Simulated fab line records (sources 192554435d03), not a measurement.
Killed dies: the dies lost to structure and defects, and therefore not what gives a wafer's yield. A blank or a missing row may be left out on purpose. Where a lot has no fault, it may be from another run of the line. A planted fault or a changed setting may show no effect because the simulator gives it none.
The tool behind it: which one? | flow n5_finfet | 12 lots, 36 wafers sampled, at 4 steps of a route of 1938

== WHAT THE GAUGES SHOWED, per wafer ==
Not one reading of a measure or inspect step in the record can be checked against a usual standard deviation.

== EACH LOT AND THE TOOL THAT RAN IT (in order: tool; ch and the chambers of the sampled wafers; start) ==
lot  | N5_BEOL_M7_DEGAS_44          | N5_BEOL_M7_PRE_CLEAN_45      | N5_BEOL_M7_ANNEAL_51             | N5_BEOL_M8_COAT_59
L510 | pvd_sputter-02, day 9 00:05  | pvd_sputter-02, day 9 00:08  | rtp_anneal-01 ch 0, day 9 02:47  | litho_track-05 ch 0, day 9 05:28
L511 | pvd_sputter-02, day 9 09:29  | pvd_sputter-02, day 9 09:31  | rtp_anneal-02 ch 0, day 9 12:10  | litho_track-05 ch 0, day 9 15:32
L512 | pvd_sputter-01, day 9 20:04  | pvd_sputter-01, day 9 20:06  | rtp_anneal-02 ch 0, day 9 21:16  | litho_track-05 ch 0, day 10 00:49
L513 | pvd_sputter-02, day 9 20:31  | pvd_sputter-02, day 9 20:33  | rtp_anneal-01 ch 0, day 9 22:16  | litho_track-04 ch 0, day 10 01:26
L517 | pvd_sputter-03, day 11 01:52 | pvd_sputter-03, day 11 01:55 | rtp_anneal-02 ch 0, day 11 03:15 | litho_track-05 ch 0, day 11 05:58
L516 | pvd_sputter-02, day 11 02:10 | pvd_sputter-02, day 11 02:12 | rtp_anneal-02 ch 0, day 11 03:53 | litho_track-01 ch 0, day 11 06:11
L525 | pvd_sputter-03, day 13 16:25 | pvd_sputter-03, day 13 16:27 | rtp_anneal-02 ch 0, day 13 17:47 | litho_track-05 ch 0, day 13 21:06
L528 | pvd_sputter-03, day 13 16:29 | pvd_sputter-03, day 13 16:32 | rtp_anneal-01 ch 0, day 13 17:57 | litho_track-04 ch 0, day 13 21:14
L527 | pvd_sputter-01, day 14 04:29 | pvd_sputter-01, day 14 04:31 | rtp_anneal-02 ch 0, day 14 05:19 | litho_track-05 ch 0, day 14 08:16
L530 | pvd_sputter-03, day 14 19:22 | pvd_sputter-03, day 14 19:25 | rtp_anneal-02 ch 0, day 14 20:29 | litho_track-01 ch 0, day 14 22:10
L529 | pvd_sputter-02, day 15 01:08 | pvd_sputter-02, day 15 01:10 | rtp_anneal-02 ch 0, day 15 03:44 | litho_track-01 ch 0, day 15 05:39
L532 | pvd_sputter-02, day 15 07:10 | pvd_sputter-02, day 15 07:12 | rtp_anneal-02 ch 0, day 15 09:47 | litho_track-01 ch 0, day 15 11:28
- N5_BEOL_M7_DEGAS_44: time 60 s.
- N5_BEOL_M7_PRE_CLEAN_45: time 30 s.
- N5_BEOL_M7_ANNEAL_51: time 90 s.
- N5_BEOL_M8_COAT_59: time 60 s, resist thk 100 nm.

== WHAT THE TOOLS THEMSELVES READ (means of the sampled wafers that have a number; where no wafer has one, the mark that the record gives instead) ==
N5_BEOL_M7_DEGAS_44. Usual: heater_power_w at 332 W, with a standard deviation of 33.
lot  | tool           | heater_power_w (W) | flag
L510 | pvd_sputter-02 | 322                |
L511 | pvd_sputter-02 | 348                |
L512 | pvd_sputter-01 | 279                |
L513 | pvd_sputter-02 | 320                |
L517 | pvd_sputter-03 | 321                |
L516 | pvd_sputter-02 | 371                |
L525 | pvd_sputter-03 | 334                |
L528 | pvd_sputter-03 | 324                |
L527 | pvd_sputter-01 | 299                |
L530 | pvd_sputter-03 | 338                |
L529 | pvd_sputter-02 | 349                |
L532 | pvd_sputter-02 | 339                |

N5_BEOL_M7_PRE_CLEAN_45. Usual: heater_power_w at 333 W, with a standard deviation of 33.
lot  | tool           | heater_power_w (W) | flag
L510 | pvd_sputter-02 | 324                |
L511 | pvd_sputter-02 | 347                |
L512 | pvd_sputter-01 | 284                |
L513 | pvd_sputter-02 | 326                |
L517 | pvd_sputter-03 | 320                |
L516 | pvd_sputter-02 | 371                |
L525 | pvd_sputter-03 | 340                |
L528 | pvd_sputter-03 | 324                |
L527 | pvd_sputter-01 | 302                |
L530 | pvd_sputter-03 | 342                |
L529 | pvd_sputter-02 | 348                |
L532 | pvd_sputter-02 | 344                |

N5_BEOL_M7_ANNEAL_51. Usual: anneal_temp_c_max 226.0, standard deviation 0.47; wafer_temp_C_max 226.4, standard deviation 0.69.
lot  | tool          | anneal_temp_c_max | wafer_temp_C_max | flag
L510 | rtp_anneal-01 | 225.3             | 225.3            |
L511 | rtp_anneal-02 | 226.4             | 227.1            |
L512 | rtp_anneal-02 | 226.3             | 227.0            |
L513 | rtp_anneal-01 | 225.5             | 225.7            |
L517 | rtp_anneal-02 | 226.3             | 226.6            |
L516 | rtp_anneal-02 | 226.6             | 227.0            |
L525 | rtp_anneal-02 | 226.4             | 226.7            |
L528 | rtp_anneal-01 | 225.5             | 225.6            |
L527 | rtp_anneal-02 | 226.5             | 226.7            |
L530 | rtp_anneal-02 | 226.2             | 227.1            |
L529 | rtp_anneal-02 | 226.3             | 227.0            |
L532 | rtp_anneal-02 | 226.5             | 226.7            |

N5_BEOL_M8_COAT_59. Usual: spin_speed_rpm at 1500.2 rpm, with a standard deviation of 0.86.
lot  | tool           | spin_speed_rpm (rpm) | flag
L510 | litho_track-05 | 1499.8               |
L511 | litho_track-05 | 1499.6               |
L512 | litho_track-05 | 1457.1               | OFF
L513 | litho_track-04 | 1500.4               |
L517 | litho_track-05 | 1459.4               | OFF
L516 | litho_track-01 | 1500.1               |
L525 | litho_track-05 | 1500.2               |
L528 | litho_track-04 | 1499.9               |
L527 | litho_track-05 | 1500.3               |
L530 | litho_track-01 | 1501.5               |
L529 | litho_track-01 | 1499.8               |
L532 | litho_track-01 | 1499.0               |

== THE ANSWER, worked out from the rows above alone ==
Rule: a lot is off if the mean of its wafers that have a number lies more than 3 standard deviations from the usual mean. Also off: a lot with no number at a reading for which 4 or more lots have one. The other lots that the step has rows for count as sound. After the gauges, taken in route order, come the tools' own readings; for these a lot's mean is taken, as printed above. At the first step where some lot is off, the reading lying furthest off is the one used; lots without a number count as furthest.
Off, at N5_BEOL_M8_COAT_59 on spin_speed_rpm: L512, L517.
A tool fits if, at that step or a process step before it, it ran every lot that is off, and no sound lot after the first of them. Not one of the candidates tried fits.

== WHAT WAS PUT IN BY THE SIMULATOR ==
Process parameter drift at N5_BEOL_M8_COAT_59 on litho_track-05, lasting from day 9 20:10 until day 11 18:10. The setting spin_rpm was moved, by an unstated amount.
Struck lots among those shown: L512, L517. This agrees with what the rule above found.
